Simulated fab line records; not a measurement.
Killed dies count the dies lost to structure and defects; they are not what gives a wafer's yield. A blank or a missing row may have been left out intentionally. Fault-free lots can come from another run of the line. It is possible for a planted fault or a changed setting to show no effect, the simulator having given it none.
Which of the tools did it?	flow nandHarc	24 lots with 72 wafers sampled at 2 steps, on a route of 1302 steps

== WHAT THE GAUGES READ, wafer by wafer ==
NHARC_A_ZERO_WELL_INSPECT_17.
lot	measured	on	rawDefectCount
L074	day 6 13:38	defectInspect-01	20 14 12
L075	day 7 11:42	defectInspect-02	15 8 22
L076	day 7 20:02	defectInspect-01	14 6 12
L077	day 8 02:58	defectInspect-02	4 14 10
L078	day 8 15:40	defectInspect-01	2 5 12
L079	day 9 01:58	defectInspect-02	15 15 8
L080	day 9 03:57	defectInspect-01	4 3 6
L081	day 9 17:28	defectInspect-01	4 5 1
L082	day 10 03:00	defectInspect-02	15 5 4
L083	day 10 16:13	defectInspect-01	9 9 27
L084	day 11 02:59	defectInspect-01	12 8 16
L085	day 11 11:41	defectInspect-02	9 4 14
L086	day 11 15:26	defectInspect-01	10 10 12
L087	day 12 06:08	defectInspect-01	9 21 19
L088	day 13 04:17	defectInspect-02	3 4 1
L089	day 13 05:05	defectInspect-02	14 17 17
L090	day 13 22:50	defectInspect-02	6 16 19
L091	day 14 04:19	defectInspect-02	5 7 9
L092	day 14 04:58	defectInspect-02	3 5 8
L093	day 14 22:41	defectInspect-01	10 6 11
L094	day 14 23:32	defectInspect-02	8 7 9
L095	day 15 08:56	defectInspect-01	12 9 9
L096	day 15 19:08	defectInspect-01	8 15 7
L097	day 16 14:31	defectInspect-02	7 8 10

NHARC_A_SOURCE_PLATE_THK_MEAS_06: measures by ellipsometry.
lot	measured	on	thkNm (nm)
L074	day 7 09:03	filmMetro-02	199.6 199.9 201.0
L075	day 8 09:30	filmMetro-02	200.7 199.2 200.7
L076	day 8 17:15	filmMetro-01	200.4 201.5 201.6
L077	day 9 02:34	filmMetro-01	198.8 195.7 196.0
L078	day 9 15:10	filmMetro-01	196.5 199.2 199.9
L079	day 9 21:50	filmMetro-02	196.6 195.4 196.7
L080	day 9 21:50	filmMetro-01	198.6 197.5 199.8
L081	day 10 13:51	filmMetro-01	198.3 202.4 202.6
L082	day 10 22:50	filmMetro-01	198.4 199.0 199.4
L083	day 11 15:34	filmMetro-01	202.6 203.0 200.2
L084	day 12 02:18	filmMetro-01	198.9 201.3 200.6
L085	day 12 09:34	filmMetro-02	196.1 195.8 197.4
L086	day 12 09:34	filmMetro-01	200.1 201.6 202.0
L087	day 13 02:18	filmMetro-02	197.0 197.1 198.0
L088	day 14 01:59	filmMetro-02	201.8 204.4 202.8
L089	day 14 02:00	filmMetro-01	201.5 200.3 199.9
L090	day 14 19:58	filmMetro-01	202.8 203.1 201.6
L091	day 15 04:08	filmMetro-01	198.4 195.8 200.5
L092	day 15 04:08	filmMetro-02	203.1 202.0 200.9
L093	day 15 21:12	filmMetro-01	202.3 201.3 201.1
L094	day 15 21:10	filmMetro-02	201.7 201.5 198.6
L095	day 16 05:35	filmMetro-01	199.3 198.5 198.2
L096	day 16 14:55	filmMetro-01	201.2 201.3 201.7
L097	day 17 10:11	filmMetro-02	200.0 197.2 200.1

== WHAT TOOL EACH LOT RAN ON (gives the tool, then ch and the chambers of the sampled wafers, and finally the start) ==
Record: no process step prior to these readings.

== WHAT THE TOOLS THEMSELVES READ (means of the sampled wafers that have a number; where no wafer has one, the mark that the record gives instead) ==
The record holds no such reading with a usual standard deviation.

== THE ANSWER, worked out from the rows above alone ==
Rule: the lots themselves supply what counts as usual. The widest of any qualifying gaps counts: lots, ordered by their means at a reading, are off when they make up no more than a third of the lots, leave a main group of 4 or more, and stand apart from it by 3 or more times the standard deviation of that group's means. A main group is skipped when, at the precision printed for the reading in the tables above, its means are all equal. Also off: a lot with no number at a reading for which 4 or more lots have one. Where the step has rows for the other lots, those lots are counted as sound. Order of review: gauges by route order, followed by the tools' own readings, for which a lot's mean as printed above is used. At the first step where some lot is off, the reading lying furthest off is the one used; lots without a number count as furthest.
Nothing can be told from this: no lot is off at any reading shown.

== WHAT HAD BEEN PUT IN BY THE SIMULATOR ==
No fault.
